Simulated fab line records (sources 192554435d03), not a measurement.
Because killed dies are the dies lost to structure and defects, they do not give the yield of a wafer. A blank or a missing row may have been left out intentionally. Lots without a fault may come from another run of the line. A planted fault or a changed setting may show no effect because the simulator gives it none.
Chamber matching + flow n5 finfet + N5_BEOL_M3_ALD_84 on ald metal-04 has 4 sister chambers
The step deposits TaN, pulse time 2 s, purge time 3 s, co reactant purge time 2 s. 27 wafers are shown with their chamber, then 12 later ones without.

== WAFERS WITH THEIR CHAMBER ==
| wafer  | chamber | heater power w (W) |
|--------|---------|--------------------|
| L075.2 | 1       | 347                |
| L075.4 | 3       | 404                |
| L075.6 | 2       | 441                |
| L078.1 | 0       | 362                |
| L078.2 | 3       | 396                |
| L078.5 | 1       | 353                |
| L080.4 | 3       | 409                |
| L080.5 | 3       | 404                |
| L080.6 | 0       | 355                |
| L081.2 | 0       | 345                |
| L081.3 | 3       | 394                |
| L081.4 | 1       | 361                |
| L084.2 | 2       | 445                |
| L084.3 | 3       | 408                |
| L084.6 | 0       | 348                |
| L087.1 | 0       | 348                |
| L087.2 | 1       | 358                |
| L087.5 | 0       | 342                |
| L089.1 | 1       | 350                |
| L089.2 | 2       | 447                |
| L089.6 | 3       | 407                |
| L090.1 | 0       | 347                |
| L090.4 | 1       | 349                |
| L090.5 | 3       | 401                |
| L092.2 | 3       | 408                |
| L092.3 | 0       | 353                |
| L092.6 | 3       | 404                |

SIGNATURES (means of the wafers above)
| reading        | chamber 0 | chamber 1 | chamber 2 | chamber 3 | scatter within a chamber |
|----------------|-----------|-----------|-----------|-----------|--------------------------|
| heater power w | 350.00    | 353.00    | 444.33    | 403.50    | 5.47                     |
Rule: a wafer lies at a distance from a chamber equal to the root of the sum of squares, over the readings, of (its reading less the chamber's mean, divided by the reading's scatter). If the next closest chamber is less than 2 further off than the closest, the wafer can't be placed; otherwise it belongs to the closest. The scatter is the square root of a quotient: the sum, over the shown wafers, of each reading's squared deviation from its chamber's mean, divided by wafers minus chambers.

== WAFERS WITHOUT THEIR CHAMBER ==
| wafer  | heater power w (W) |
|--------|--------------------|
| L093.2 | 341                |
| L093.5 | 346                |
| L093.6 | 344                |
| L094.2 | 352                |
| L094.3 | 356                |
| L094.4 | 410                |
| L095.3 | 394                |
| L095.5 | 405                |
| L095.6 | 437                |
| L097.2 | 361                |
| L097.4 | 345                |
| L097.5 | 355                |

== WHICH CHAMBER EACH WENT THROUGH ==
| wafer  | from the rows above     | in truth |
|--------|-------------------------|----------|
| L093.2 | can't be placed: 0 or 1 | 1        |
| L093.5 | can't be placed: 0 or 1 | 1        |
| L093.6 | can't be placed: 0 or 1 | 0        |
| L094.2 | can't be placed: 1 or 0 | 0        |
| L094.3 | can't be placed: 1 or 0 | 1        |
| L094.4 | 3                       | 3        |
| L095.3 | 3                       | 3        |
| L095.5 | 3                       | 3        |
| L095.6 | 2                       | 2        |
| L097.2 | can't be placed: 1 or 0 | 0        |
| L097.4 | can't be placed: 0 or 1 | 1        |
| L097.5 | can't be placed: 1 or 0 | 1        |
Correct placement for 4 of the 12. Can't be placed from these rows: 8 (the true chamber is among the candidates in 8). Number placed wrongly: 0.
